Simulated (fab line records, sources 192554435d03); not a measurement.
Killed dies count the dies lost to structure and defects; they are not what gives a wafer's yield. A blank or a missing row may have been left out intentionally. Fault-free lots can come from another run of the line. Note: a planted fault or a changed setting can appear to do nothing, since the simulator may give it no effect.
Matching of chambers :: flow n5_finfet :: N5_BEOL_M0_SAQP_MANDREL2_REMOVE_110 on rie_si-04 has 4 sister chambers
The step chemistry HBr/Cl2/O2, target a-Si, stops on SiCN, bt time 10 s. 22 wafers are shown with their chamber, then 11 later ones without.

WAFERS WITH THEIR CHAMBER
wafer: L074.4
chamber: 3
drypump_motor_current_A (A): 6.4
oes_product_au (a.u.): 1.017
rf_fwd_power_W (W): 598.7

wafer: L074.5
chamber: 0
drypump_motor_current_A (A): 6.1
oes_product_au (a.u.): 1.025
rf_fwd_power_W (W): 599.0

wafer: L074.6
chamber: 3
drypump_motor_current_A (A): 6.5
oes_product_au (a.u.): 1.023
rf_fwd_power_W (W): 600.1

wafer: L077.1
chamber: 3
drypump_motor_current_A (A): 6.5
oes_product_au (a.u.): 1.013
rf_fwd_power_W (W): 595.4

wafer: L077.3
chamber: 0
drypump_motor_current_A (A): 6.1
oes_product_au (a.u.): 1.030
rf_fwd_power_W (W): 601.5

wafer: L077.5
chamber: 0
drypump_motor_current_A (A): 6.1
oes_product_au (a.u.): 1.021
rf_fwd_power_W (W): 599.1

wafer: L078.2
chamber: 1
drypump_motor_current_A (A): 6.0
oes_product_au (a.u.): 1.018
rf_fwd_power_W (W): 599.1

wafer: L078.4
chamber: 3
drypump_motor_current_A (A): 6.4
oes_product_au (a.u.): 1.020
rf_fwd_power_W (W): 594.9

wafer: L078.5
chamber: 3
drypump_motor_current_A (A): 6.4
oes_product_au (a.u.): 1.018
rf_fwd_power_W (W): 594.7

wafer: L079.1
chamber: 0
drypump_motor_current_A (A): 6.0
oes_product_au (a.u.): 1.029
rf_fwd_power_W (W): 591.7

wafer: L079.2
chamber: 1
drypump_motor_current_A (A): 6.0
oes_product_au (a.u.): 1.007
rf_fwd_power_W (W): 597.0

wafer: L079.6
chamber: 2
drypump_motor_current_A (A): 5.4
oes_product_au (a.u.): 0.978
rf_fwd_power_W (W): 595.7

wafer: L082.2
chamber: 0
drypump_motor_current_A (A): 6.0
oes_product_au (a.u.): 1.029
rf_fwd_power_W (W): 601.6

wafer: L082.3
chamber: 1
drypump_motor_current_A (A): 6.0
oes_product_au (a.u.): 1.025
rf_fwd_power_W (W): 597.1

wafer: L082.5
chamber: 0
drypump_motor_current_A (A): 6.1
oes_product_au (a.u.): 1.035
rf_fwd_power_W (W): 600.8

wafer: L086.3
chamber: 3
drypump_motor_current_A (A): 6.4
oes_product_au (a.u.): 1.030
rf_fwd_power_W (W): 600.9

wafer: L086.4
chamber: 2
drypump_motor_current_A (A): 5.4
oes_product_au (a.u.): 0.986
rf_fwd_power_W (W): 594.8

wafer: L086.5
chamber: 0
drypump_motor_current_A (A): 6.1
oes_product_au (a.u.): 1.030
rf_fwd_power_W (W): 598.2

wafer: L088.1
chamber: 2
drypump_motor_current_A (A): 5.4
oes_product_au (a.u.): 0.984
rf_fwd_power_W (W): 594.5

wafer: L088.2
chamber: 3
drypump_motor_current_A (A): 6.4
oes_product_au (a.u.): 1.020
rf_fwd_power_W (W): 597.7

wafer: L088.5
chamber: 1
drypump_motor_current_A (A): 6.0
oes_product_au (a.u.): 1.027
rf_fwd_power_W (W): 596.6

wafer: L090.2
chamber: 1
drypump_motor_current_A (A): 6.0
oes_product_au (a.u.): 1.012
rf_fwd_power_W (W): 596.9

SIGNATURES (means of the wafers above)
reading: drypump_motor_current_A
chamber 0: 6.071
chamber 1: 6.000
chamber 2: 5.400
chamber 3: 6.429
scatter within a chamber: 0.0398

reading: oes_product_au
chamber 0: 1.02843
chamber 1: 1.01780
chamber 2: 0.98267
chamber 3: 1.02014
scatter within a chamber: 0.00581

reading: rf_fwd_power_W
chamber 0: 598.843
chamber 1: 597.340
chamber 2: 595.000
chamber 3: 597.486
scatter within a chamber: 2.51
Rule: a wafer's distance from a chamber is the root of the sum, over the readings, of the square of ((its reading less the chamber's mean) divided by the reading's scatter). The wafer belongs to the nearest chamber; if the next one is less than 2 further off, it can't be placed. The scatter: the root of (the sum of the squares of (reading less its chamber's mean) over the shown wafers, divided by (wafers less chambers)).

WAFERS MISSING THEIR CHAMBER
wafer: L090.3
drypump_motor_current_A (A): 5.4
oes_product_au (a.u.): 0.986
rf_fwd_power_W (W): 594.6

wafer: L090.4
drypump_motor_current_A (A): 6.0
oes_product_au (a.u.): 1.038
rf_fwd_power_W (W): 600.1

wafer: L094.1
drypump_motor_current_A (A): 5.4
oes_product_au (a.u.): 0.974
rf_fwd_power_W (W): 592.7

wafer: L094.5
drypump_motor_current_A (A): 6.1
oes_product_au (a.u.): 1.022
rf_fwd_power_W (W): 596.8

wafer: L094.6
drypump_motor_current_A (A): 6.0
oes_product_au (a.u.): 1.011
rf_fwd_power_W (W): 596.8

wafer: L096.1
drypump_motor_current_A (A): 5.4
oes_product_au (a.u.): 0.970
rf_fwd_power_W (W): 589.2

wafer: L096.3
drypump_motor_current_A (A): 6.1
oes_product_au (a.u.): 1.012
rf_fwd_power_W (W): 598.9

wafer: L096.5
drypump_motor_current_A (A): 5.4
oes_product_au (a.u.): 0.970
rf_fwd_power_W (W): 590.0

wafer: L097.1
drypump_motor_current_A (A): 6.4
oes_product_au (a.u.): 1.011
rf_fwd_power_W (W): 595.6

wafer: L097.2
drypump_motor_current_A (A): 6.0
oes_product_au (a.u.): 1.004
rf_fwd_power_W (W): 594.0

wafer: L097.3
drypump_motor_current_A (A): 6.1
oes_product_au (a.u.): 1.022
rf_fwd_power_W (W): 599.8

CHAMBER TAKEN BY EACH
wafer: L090.3
from the rows above: 2
in truth: 2

wafer: L090.4
from the rows above: can't be placed: 0 or 1
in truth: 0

wafer: L094.1
from the rows above: 2
in truth: 2

wafer: L094.5
from the rows above: can't be placed: 0 or 1
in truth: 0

wafer: L094.6
from the rows above: 1
in truth: 1

wafer: L096.1
from the rows above: 2
in truth: 2

wafer: L096.3
from the rows above: can't be placed: 1 or 0
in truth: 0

wafer: L096.5
from the rows above: 2
in truth: 2

wafer: L097.1
from the rows above: 3
in truth: 3

wafer: L097.2
from the rows above: 1
in truth: 1

wafer: L097.3
from the rows above: can't be placed: 0 or 1
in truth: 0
Placed correctly: 7 of 11. Unplaceable from these rows: 4, with the true chamber sitting among the candidates in 4. Placed wrongly: 0.
